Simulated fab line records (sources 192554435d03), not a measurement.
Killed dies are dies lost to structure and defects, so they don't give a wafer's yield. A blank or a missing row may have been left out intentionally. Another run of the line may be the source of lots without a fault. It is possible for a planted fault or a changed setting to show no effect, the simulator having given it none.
fab line records	flow n5-finfet	part 1 of 2: steps 1 to 24 of 35
record: lots: 5	wafers: 15	last-day: 18
route steps=1938 shown BEOL_M0@729 BEOL_M1@751
lots untouched by any fault: they come from a run of this same line in which no faults occurred
start-h: the number of hours between the record's first day and the start of the first shown wafer of the lot	wait-h: time in hours since the lot's previous step	" unchanged from the row above	L1.1+2: a row that stands for several wafers	- no value, or no start was given	* or withheld: withheld	< > ~ a bound
route shown NAME@n: a module of which the file shows steps, and the number in the route of the first	usual: mean/standard deviation taken from wafers without a fault	same: alike in all rows	chamber/n: place in a boat	sites: readings site by site	_std_site: the values' standard deviation	_edge_site: mean of outer sites minus mean of inner sites	radius-mm: for every site, how far away it sits from the centre of the wafer	mask NAME#n: copy n	behind: the tool/chamber that last shaped the wafer	hold: why the lot was held/for how many hours/how that ended	device: transistor that didn't switch, given as n, p or np	end of line: the route-end tests of the same wafers	step lacking rows: just its recipe	killed: dies that structure and defects cost at the first sort, which is not the same as the wafer's yield	map: a wafer's dies, marking killed ones x, the rest . and places with no die _
set.NAME: setting as actually run; set.NAME@STEP: the setting as run at that earlier step	model.NAME: the simulator's own value behind a step, which no gauge read
lots at some steps of the route; a table a step, a row a wafer
services: the hour from which a tool's chamber was out of use, counted from the record's first day as start-h (under 0 if before that day), plus the number of hours and why
== steps ==
step: N5_BEOL_M0_DEGAS_112
recipe: ambient: vacuum	temp-c: 250	time-s: 60
usual: heater-power-w: 327/29
lot.wafer	tool	chamber	start-h	wait-h	heater-power-w
L080.1	pvd-sputter-01	-	153.48	0.5	353
L080.3	"	-	"	"	328
L080.4	"	-	"	"	310
L081.2	pvd-sputter-02	-	161.22	0.4	310
L081.4	"	-	"	"	373
L081.5	"	-	"	"	373
L083.2	pvd-sputter-01	-	168.90	0.2	281
L083.3	"	-	"	"	330
L083.6	"	-	"	"	339
L088.1	pvd-sputter-02	-	200.63	0.0	372
L088.4	"	-	"	"	320
L088.6	"	-	"	"	374
L094.4	pvd-sputter-01	-	237.42	0.2	351
L094.5	"	-	"	"	329
L094.6	"	-	"	"	273
step: N5_BEOL_M0_PRE_CLEAN_113
recipe: gas: H2/He	time-s: 30	temp-c: 250
usual: heater-power-w: 327/29
lot.wafer	tool	chamber	start-h	wait-h	heater-power-w
L080.1	pvd-sputter-01	-	153.52	0.0	346
L080.3	"	-	"	"	329
L080.4	"	-	"	"	302
L081.2	pvd-sputter-02	-	161.26	0.0	313
L081.4	"	-	"	"	370
L081.5	"	-	"	"	366
L083.2	pvd-sputter-01	-	168.94	0.0	279
L083.3	"	-	"	"	331
L083.6	"	-	"	"	329
L088.1	pvd-sputter-02	-	200.67	0.0	372
L088.4	"	-	"	"	311
L088.6	"	-	"	"	367
L094.4	pvd-sputter-01	-	237.46	0.0	345
L094.5	"	-	"	"	327
L094.6	"	-	"	"	279
step: N5_BEOL_M0_ALD_136
recipe: material: TaN	target-thk-a: *	temp-c: 275	ald-precursor-family: PDMAT	ald-co-reactant: NH3	pressure-torr: 3	carrier-flow-sccm: 1500	pulse-time-s: 2	purge-time-s: 3	co-reactant-purge-time-s: 2	co-reactant-pulse-time-s: 3	ald-cycles: 30	precursor-vessel-temp-c: 75	precursor-vessel-pressure-torr: 26.25	precursor-vessel-carrier-sccm: 1000
usual: heater-power-w: 417/52
lot.wafer	tool	chamber	start-h	wait-h	heater-power-w
L080.1	ald-metal-02	1	153.62	0.1	480
L080.3	"	2	"	"	402
L080.4	"	0	"	"	410
L081.2	ald-metal-02	2	161.32	0.0	398
L081.4	"	0	"	"	401
L081.5	"	2	"	"	401
L083.2	ald-metal-04	2	169.01	0.0	433
L083.3	"	0	"	"	347
L083.6	"	1	"	"	433
L088.1	ald-metal-04	3	200.73	0.0	390
L088.4	"	0	"	"	348
L088.6	"	2	"	"	419
L094.4	ald-metal-03	1	237.52	0.0	396
L094.5	"	3	"	"	402
L094.6	"	0	"	"	512
step: N5_BEOL_M0_SURFACE_TREAT_137
recipe: gas: Ar	time-s: *	ion-energy-ev: *	ion-current-ma-cm2: 0.5	pressure-mtorr: *	ar-flow-sccm: 30
usual: pressure-mtorr: *	throttle-valve-pct: *
lot.wafer	tool	chamber	start-h	wait-h	pressure-mtorr	throttle-valve-pct
L080.1	pvd-sputter-01	-	153.88	0.2	*	*
L080.3	"	-	"	"	*	*
L080.4	"	-	"	"	*	*
L081.2	pvd-sputter-02	-	161.59	0.2	*	*
L081.4	"	-	"	"	*	*
L081.5	"	-	"	"	*	*
L083.2	pvd-sputter-02	-	169.29	0.2	*	*
L083.3	"	-	"	"	*	*
L083.6	"	-	"	"	*	*
L088.1	pvd-sputter-01	-	200.95	0.1	*	*
L088.4	"	-	"	"	*	*
L088.6	"	-	"	"	*	*
L094.4	pvd-sputter-03	-	238.64	1.0	*	*
L094.5	"	-	"	"	*	*
L094.6	"	-	"	"	*	*
step: N5_BEOL_M0_CVD_115
recipe: material: Co	target-thk-a: *	temp-c: withheld	precursor: CCTBA/H2	pressure-torr: 30	time-s: 120
lot.wafer	tool	chamber	start-h	wait-h
L080.1+3+4	cvd-co-02	2,0,1	154.24	0.3
L081.2+4+5	cvd-co-02	2,0,1	161.88	0.3
L083.2+3+6	cvd-co-02	2,0,0	169.37	0.1
L088.1+4+6	cvd-co-01	1,1,2	201.02	0.1
L094.4+5+6	cvd-co-01	0,1,2	238.97	0.3
step: N5_BEOL_M0_SPUTTER_116
recipe: material: Cu	target-thk-a: 40	temp-c: -20	chamber-pressure-pa: 0.07	power-w: withheld	time-s: 7.37
usual: chuck-gas-flow-sccm: 1.28/0.05	throttle-valve-pct: 30.3/1.3
lot.wafer	tool	chamber	start-h	wait-h	chuck-gas-flow-sccm	throttle-valve-pct
L080.1	pvd-sputter-01	-	154.50	0.2	1.33	31.7
L080.3	"	-	"	"	1.31	29.7
L080.4	"	-	"	"	1.30	32.7
L081.2	pvd-sputter-02	-	161.98	0.1	1.21	29.9
L081.4	"	-	"	"	1.37	31.5
L081.5	"	-	"	"	1.25	29.8
L083.2	pvd-sputter-01	-	169.48	0.1	1.31	32.9
L083.3	"	-	"	"	1.25	31.5
L083.6	"	-	"	"	1.27	33.3
L088.1	pvd-sputter-02	-	201.43	0.4	1.30	30.1
L088.4	"	-	"	"	1.25	28.5
L088.6	"	-	"	"	1.34	31.8
L094.4	pvd-sputter-02	-	239.40	0.4	1.33	29.8
L094.5	"	-	"	"	1.24	29.7
L094.6	"	-	"	"	1.26	28.6
step: N5_BEOL_M0_ANNEAL_117
recipe: temp-c: 400	time-s: 60	ambient: vacuum
usual: heater-power-w: 814/70
lot.wafer	tool	chamber	start-h	wait-h	heater-power-w
L080.1	pvd-sputter-01	-	154.58	0.0	698
L080.3	"	-	"	"	768
L080.4	"	-	"	"	825
L081.2	pvd-sputter-02	-	162.06	0.0	782
L081.4	"	-	"	"	918
L081.5	"	-	"	"	779
L083.2	pvd-sputter-01	-	169.56	0.0	797
L083.3	"	-	"	"	677
L083.6	"	-	"	"	810
L088.1	pvd-sputter-02	-	201.51	0.0	791
L088.4	"	-	"	"	920
L088.6	"	-	"	"	891
L094.4	pvd-sputter-02	-	239.48	0.0	797
L094.5	"	-	"	"	810
L094.6	"	-	"	"	931
step: N5_BEOL_M0_SPUTTER_132
recipe: material: Cu	target-thk-a: 40	temp-c: -20	chamber-pressure-pa: 0.07	power-w: withheld	time-s: 7.37
usual: chuck-gas-flow-sccm: 1.27/0.052	throttle-valve-pct: 30.3/1.3
lot.wafer	tool	chamber	start-h	wait-h	chuck-gas-flow-sccm	throttle-valve-pct
L080.1	pvd-sputter-01	-	154.62	0.0	1.30	31.6
L080.3	"	-	"	"	1.26	29.6
L080.4	"	-	"	"	1.20	33.0
L081.2	pvd-sputter-02	-	162.10	0.0	1.25	29.8
L081.4	"	-	"	"	1.26	32.0
L081.5	"	-	"	"	1.24	30.0
L083.2	pvd-sputter-01	-	169.60	0.0	1.23	32.8
L083.3	"	-	"	"	1.33	31.7
L083.6	"	-	"	"	1.23	33.3
L088.1	pvd-sputter-02	-	201.55	0.0	1.27	29.9
L088.4	"	-	"	"	1.24	28.4
L088.6	"	-	"	"	1.30	31.5
L094.4	pvd-sputter-02	-	239.52	0.0	1.28	29.9
L094.5	"	-	"	"	1.22	30.2
L094.6	"	-	"	"	1.32	28.4
step: N5_BEOL_M0_ANNEAL_133
recipe: temp-c: 400	time-s: 60	ambient: vacuum
usual: heater-power-w: 815/70
lot.wafer	tool	chamber	start-h	wait-h	heater-power-w
L080.1	pvd-sputter-01	-	154.70	0.0	690
L080.3	"	-	"	"	755
L080.4	"	-	"	"	832
L081.2	pvd-sputter-02	-	162.18	0.0	806
L081.4	"	-	"	"	934
L081.5	"	-	"	"	772
L083.2	pvd-sputter-01	-	169.68	0.0	812
L083.3	"	-	"	"	687
L083.6	"	-	"	"	808
L088.1	pvd-sputter-02	-	201.63	0.0	777
L088.4	"	-	"	"	941
L088.6	"	-	"	"	881
L094.4	pvd-sputter-02	-	239.60	0.0	802
L094.5	"	-	"	"	816
L094.6	"	-	"	"	929
step: N5_BEOL_M0_SPUTTER_134
recipe: material: Cu	target-thk-a: 40	temp-c: -20	chamber-pressure-pa: 0.07	power-w: withheld	time-s: 7.37
usual: chuck-gas-flow-sccm: 1.28/0.058	throttle-valve-pct: 30.3/1.3
lot.wafer	tool	chamber	start-h	wait-h	chuck-gas-flow-sccm	throttle-valve-pct
L080.1	pvd-sputter-01	-	154.74	0.0	1.29	31.3
L080.3	"	-	"	"	1.39	29.6
L080.4	"	-	"	"	1.37	33.1
L081.2	pvd-sputter-02	-	162.22	0.0	1.29	29.7
L081.4	"	-	"	"	1.26	31.5
L081.5	"	-	"	"	1.29	30.1
L083.2	pvd-sputter-01	-	169.72	0.0	1.31	33.0
L083.3	"	-	"	"	1.29	31.6
L083.6	"	-	"	"	1.26	33.0
L088.1	pvd-sputter-02	-	201.67	0.0	1.36	30.0
L088.4	"	-	"	"	1.26	28.7
L088.6	"	-	"	"	1.29	31.4
L094.4	pvd-sputter-02	-	239.64	0.0	1.26	30.0
L094.5	"	-	"	"	1.33	29.8
L094.6	"	-	"	"	1.36	28.5
step: N5_BEOL_M0_ANNEAL_135
recipe: temp-c: 400	time-s: 60	ambient: vacuum
usual: heater-power-w: 814/70
lot.wafer	tool	chamber	start-h	wait-h	heater-power-w
L080.1	pvd-sputter-01	-	154.82	0.0	690
L080.3	"	-	"	"	777
L080.4	"	-	"	"	819
L081.2	pvd-sputter-02	-	162.30	0.0	784
L081.4	"	-	"	"	916
L081.5	"	-	"	"	786
L083.2	pvd-sputter-01	-	169.80	0.0	838
L083.3	"	-	"	"	674
L083.6	"	-	"	"	825
L088.1	pvd-sputter-02	-	201.75	0.0	790
L088.4	"	-	"	"	940
L088.6	"	-	"	"	914
L094.4	pvd-sputter-02	-	239.72	0.0	766
L094.5	"	-	"	"	800
L094.6	"	-	"	"	917
step: N5_BEOL_M0_SPUTTER_141
recipe: material: Cu	target-thk-a: 40	temp-c: -20	chamber-pressure-pa: 0.07	power-w: withheld	time-s: 7.37
usual: chuck-gas-flow-sccm: 1.26/0.058	throttle-valve-pct: 30.3/1.3
lot.wafer	tool	chamber	start-h	wait-h	chuck-gas-flow-sccm	throttle-valve-pct
L080.1	pvd-sputter-01	-	154.86	0.0	1.17	31.7
L080.3	"	-	"	"	1.22	29.7
L080.4	"	-	"	"	1.27	33.2
L081.2	pvd-sputter-02	-	162.34	0.0	1.24	29.9
L081.4	"	-	"	"	1.26	31.5
L081.5	"	-	"	"	1.21	30.1
L083.2	pvd-sputter-01	-	169.84	0.0	1.34	32.9
L083.3	"	-	"	"	1.25	31.2
L083.6	"	-	"	"	1.26	33.0
L088.1	pvd-sputter-02	-	201.79	0.0	1.25	30.2
L088.4	"	-	"	"	1.29	28.5
L088.6	"	-	"	"	1.18	31.7
L094.4	pvd-sputter-02	-	239.76	0.0	1.20	30.0
L094.5	"	-	"	"	1.25	30.0
L094.6	"	-	"	"	1.25	28.5
step: N5_BEOL_M0_ECD_118
recipe: material: Cu	target-thk-a: 3000
lot.wafer	tool	chamber	start-h	wait-h
L080.1+3+4	ecd-cu-02	1,0,1	154.98	0.1
L081.2+4+5	ecd-cu-01	0,1,1	162.46	0.1
L083.2+3+6	ecd-cu-01	1,0,0	169.96	0.1
L088.1+4+6	ecd-cu-01	0,1,0	201.91	0.1
L094.4+5+6	ecd-cu-01	1,1,0	239.89	0.1
step: N5_BEOL_M0_ANNEAL_119
recipe: temp-c: 225	time-s: 90	ambient: N2
usual: wafer_temp_C_max: 226.2/0.32
lot.wafer	tool	chamber	start-h	wait-h	wafer_temp_C_max
L080.1	rtp-anneal-01	0	155.30	0.3	226.9
L080.3	"	0	"	"	226.1
L080.4	"	0	"	"	225.7
L081.2	rtp-anneal-02	0	163.22	0.7	226.5
L081.4	"	0	"	"	226.2
L081.5	"	0	"	"	226.8
L083.2	rtp-anneal-01	0	170.08	0.1	225.9
L083.3	"	0	"	"	225.5
L083.6	"	0	"	"	225.6
L088.1	rtp-anneal-02	0	201.99	0.1	226.5
L088.4	"	0	"	"	226.2
L088.6	"	0	"	"	226.2
L094.4	rtp-anneal-02	0	240.09	0.2	226.4
L094.5	"	0	"	"	226.3
L094.6	"	0	"	"	226.1
step: N5_BEOL_M0_CMP_120
recipe: stop-on: SiOC	t-overpolish-s: 6.9	down-force-psi: 1	platen-rpm: 50	clearing-platen-down-force-psi: 1.5	clearing-platen-rpm: 50	post-cmp-clean: cu-alkaline	clearing-platen-pad-velocity-m-s: 0.99484	pad-velocity-m-s: 0.99484
usual: barrier-field-endpoint-s: 3.64/0.14	motor-current-A: 5.8/0.37	overpolish-run-s: 6.901/0.011	time-to-endpoint-s: 64/3.5
lot.wafer	tool	chamber	start-h	wait-h	barrier-field-endpoint-s	motor-current-A	overpolish-run-s	time-to-endpoint-s
L080.4	cmp-04	3	155.61	0.1	3.73	6.5	6.902	64
L080.1	"	0	"	"	3.76	6.1	6.885	64
L080.3	"	2	"	"	3.66	5.1	6.906	64
L081.2	cmp-04	2	163.53	0.3	3.70	5.2	6.897	64
L081.4	"	3	"	"	3.68	6.1	6.902	62
L081.5	"	2	"	"	3.76	5.4	6.899	63
L083.2	cmp-03	1	170.33	0.2	3.58	6.6	6.889	60
L083.3	"	0	"	"	3.62	5.7	6.895	67
L083.6	"	2	"	"	3.65	6.2	6.911	65
L088.4	cmp-04	1	202.28	0.1	3.58	5.4	6.895	63
L088.1	"	0	"	"	3.59	5.7	6.892	61
L088.6	"	1	"	"	3.58	5.4	6.907	63
L094.4	cmp-04	3	240.29	0.2	3.72	6.3	6.900	65
L094.6	"	2	"	"	3.76	5.1	6.897	72
L094.5	"	3	"	"	3.89	6.5	6.902	65
step: N5_BEOL_M0_PRE_CLEAN_131
recipe: gas: NH3/H2	time-s: 15	temp-c: *	rf-power-w: 300
usual: heater-power-w: 83/25
lot.wafer	tool	chamber	start-h	wait-h	heater-power-w
L080.1	cvd-co-02	1	155.95	0.0	112
L080.3	"	2	"	"	78
L080.4	"	1	"	"	110
L081.2	cvd-co-02	1	163.82	0.0	110
L081.4	"	1	"	"	111
L081.5	"	2	"	"	76
L083.2	cvd-co-02	1	170.67	0.0	111
L083.3	"	2	"	"	77
L083.6	"	0	"	"	41
L088.1	cvd-co-01	0	202.62	0.0	79
L088.4	"	2	"	"	116
L088.6	"	1	"	"	78
L094.4	cvd-co-02	1	240.60	0.1	111
L094.5	"	0	"	"	42
L094.6	"	2	"	"	80
step: N5_BEOL_M0_CO_CAP_123
recipe: material: Co	target-thk-a: 20	temp-c: 200	precursor: CCTBA/H2	pressure-torr: 30	time-s: 102.1
usual: heater-power-w: 233/31
lot.wafer	tool	chamber	start-h	wait-h	heater-power-w
L080.1	cvd-co-02	1	155.99	0.0	266
L080.3	"	2	"	"	226
L080.4	"	1	"	"	259
L081.2	cvd-co-02	1	163.86	0.0	263
L081.4	"	1	"	"	269
L081.5	"	2	"	"	228
L083.2	cvd-co-02	1	170.71	0.0	268
L083.3	"	2	"	"	223
L083.6	"	0	"	"	184
L088.1	cvd-co-01	0	202.66	0.0	222
L088.4	"	2	"	"	278
L088.6	"	1	"	"	223
L094.4	cvd-co-02	1	240.66	0.0	265
L094.5	"	0	"	"	180
L094.6	"	2	"	"	227
step: N5_BEOL_M0_PRE_CLEAN_124
recipe: gas: NH3	time-s: 15	temp-c: withheld	rf-power-w: 300
lot.wafer	tool	chamber	start-h	wait-h
L080.1+3+4	pecvd-02	0,1,2	156.08	0.1
L081.2+4+5	pecvd-02	1,0,1	163.95	0.1
L083.2+3+6	pecvd-01	1,2,0	170.80	0.1
L088.1+4+6	pecvd-04	1,2,1	202.75	0.1
L094.4+5+6	pecvd-01	1,0,2	240.73	0.0
step: N5_BEOL_M0_DEP_125
recipe: material: SiCN	target-thk-a: 80	temp-c: withheld	precursor: 3MS/NH3	pressure-torr: 3	rf-w: 202	time-s: 14
usual: showerhead-plenum-p-Torr: 3.668/0.014	throttle-valve-pct: 8.9/0.39
lot.wafer	tool	chamber	start-h	wait-h	showerhead-plenum-p-Torr	throttle-valve-pct
L080.1	pecvd-02	0	156.10	0.0	3.672	9.2
L080.3	"	1	"	"	3.658	8.8
L080.4	"	2	"	"	3.670	8.6
L081.2	pecvd-02	1	163.98	0.0	3.659	8.7
L081.4	"	0	"	"	3.665	9.0
L081.5	"	1	"	"	3.667	8.8
L083.2	pecvd-01	1	170.82	0.0	3.657	9.0
L083.3	"	2	"	"	3.652	8.8
L083.6	"	0	"	"	3.690	8.3
L088.1	pecvd-04	1	202.77	0.0	3.664	9.4
L088.4	"	2	"	"	3.686	9.0
L088.6	"	1	"	"	3.664	9.3
L094.4	pecvd-01	1	240.75	0.0	3.649	9.1
L094.5	"	0	"	"	3.692	8.2
L094.6	"	2	"	"	3.655	8.7
step: N5_BEOL_M0_RS_MEAS_126
recipe: thk-meas-gauge: four-point-probe	reads: Co_of_BEOL_M0_CO_CAP_123+Cu_of_BEOL_M0_ECD_118+Co_of_BEOL_M0_CVD_115+TaN_of_BEOL_M0_ALD_136
usual: M0_RS: 0.525/0.02
lot.wafer	tool	chamber	start-h	wait-h	M0_RS[ohm/sq]
L080.1	film-metro-01	-	156.17	0.0	0.513
L080.3	"	-	"	"	0.513
L080.4	"	-	"	"	0.505
L081.2	film-metro-02	-	164.05	0.1	0.519
L081.4	"	-	"	"	0.513
L081.5	"	-	"	"	0.519
L083.2	film-metro-01	-	170.89	0.1	0.538
L083.3	"	-	"	"	0.521
L083.6	"	-	"	"	0.497
L088.1	film-metro-02	-	202.84	0.0	0.519
L088.4	"	-	"	"	0.497
L088.6	"	-	"	"	0.526
L094.4	film-metro-01	-	240.81	0.0	0.511
L094.5	"	-	"	"	0.529
L094.6	"	-	"	"	0.489
step: N5_BEOL_M0_INSPECT_127
recipe: inspect-instrument: darkfield	mode: post-dep
usual: raw-defect-count: 70/24
lot.wafer	tool	chamber	start-h	wait-h	raw-defect-count
L080.1	defect-inspect-01	-	156.19	0.0	59
L080.3	"	-	"	"	96
L080.4	"	-	"	"	52
L081.2	defect-inspect-01	-	164.07	0.0	62
L081.4	"	-	"	"	67
L081.5	"	-	"	"	59
L083.2	defect-inspect-02	-	170.92	0.0	37
L083.3	"	-	"	"	23
L083.6	"	-	"	"	37
L088.1	defect-inspect-02	-	202.86	0.0	92
L088.4	"	-	"	"	64
L088.6	"	-	"	"	72
L094.4	defect-inspect-02	-	240.83	0.0	130
L094.5	"	-	"	"	50
L094.6	"	-	"	"	67
step: N5_BEOL_M1_ILD_DEP_00
recipe: material: SiOC	target-thk-a: 790	temp-c: 350	precursor: DEMS/O2	pressure-torr: 5	rf-w: 500	time-s: 15.3
usual: heater-power-w: 479/84	showerhead-plenum-p-Torr: 5.689/0.019	throttle-valve-pct: 11.7/0.34
lot.wafer	tool	chamber	start-h	wait-h	heater-power-w	showerhead-plenum-p-Torr	throttle-valve-pct
L080.1	pecvd-03	1	156.23	0.0	574	5.685	11.7
L080.3	"	0	"	"	455	5.703	11.7
L080.4	"	1	"	"	611	5.681	12.0
L081.2	pecvd-04	0	164.11	0.0	351	5.735	12.4
L081.4	"	1	"	"	409	5.687	12.1
L081.5	"	2	"	"	419	5.694	11.2
L083.2	pecvd-03	1	170.95	0.0	606	5.701	11.7
L083.3	"	2	"	"	497	5.672	11.6
L083.6	"	0	"	"	428	5.683	11.6
L088.1	pecvd-02	2	202.90	0.0	602	5.712	11.4
L088.4	"	2	"	"	601	5.701	11.2
L088.6	"	1	"	"	440	5.674	11.7
L094.4	pecvd-02	0	240.88	0.1	558	5.696	12.2
L094.5	"	2	"	"	607	5.704	11.4
L094.6	"	1	"	"	431	5.696	11.6
step: N5_BEOL_M1_THK_MEAS_01
recipe: reads: SiOC_of_BEOL_M1_ILD_DEP_00
usual: M1_ILD_THK: 78.7/0.98
lot.wafer	tool	chamber	start-h	wait-h	M1_ILD_THK[nm]
L080.1	film-metro-02	-	156.30	0.0	77.6
L080.3	"	-	"	"	78.1
L080.4	"	-	"	"	79.0
L081.2	film-metro-02	-	164.18	0.1	78.2
L081.4	"	-	"	"	79.1
L081.5	"	-	"	"	79.6
L083.2	film-metro-02	-	171.02	0.1	77.3
L083.3	"	-	"	"	78.4
L083.6	"	-	"	"	79.3
L088.1	film-metro-02	-	202.97	0.0	77.5
L088.4	"	-	"	"	78.8
L088.6	"	-	"	"	77.7
L094.4	film-metro-02	-	240.94	0.0	79.2
L094.5	"	-	"	"	80.0
L094.6	"	-	"	"	79.6
step: N5_BEOL_M1_PECVD_72
recipe: material: SiO2	target-thk-a: 160	temp-c: 400	precursor: TEOS/O2	pressure-torr: 5.5	rf-w: 450	teos-flow-sccm: 53.8	gas: O2	flow-sccm: 3000	time-s: 18
usual: heater-power-w: 718/110	showerhead-plenum-p-Torr: 8.78/0.071	throttle-valve-pct: 22.0/0.61
lot.wafer	tool	chamber	start-h	wait-h	heater-power-w	showerhead-plenum-p-Torr	throttle-valve-pct
L080.1	pecvd-04	1	156.34	0.0	585	8.76	22.8
L080.3	"	2	"	"	712	8.86	21.3
L080.4	"	0	"	"	571	8.88	23.1
L081.2	pecvd-02	2	164.21	0.0	865	8.82	21.4
L081.4	"	1	"	"	665	8.77	21.4
L081.5	"	2	"	"	910	8.84	21.2
L083.2	pecvd-04	1	171.06	0.0	654	8.76	22.9
L083.3	"	0	"	"	592	8.91	22.9
L083.6	"	0	"	"	584	8.91	23.0
L088.1	pecvd-03	2	203.01	0.0	714	8.64	21.4
L088.4	"	0	"	"	689	8.73	21.8
L088.6	"	1	"	"	832	8.75	22.2
L094.4	pecvd-04	0	240.99	0.1	563	8.90	23.5
L094.5	"	1	"	"	668	8.78	23.0
L094.6	"	2	"	"	656	8.85	21.5
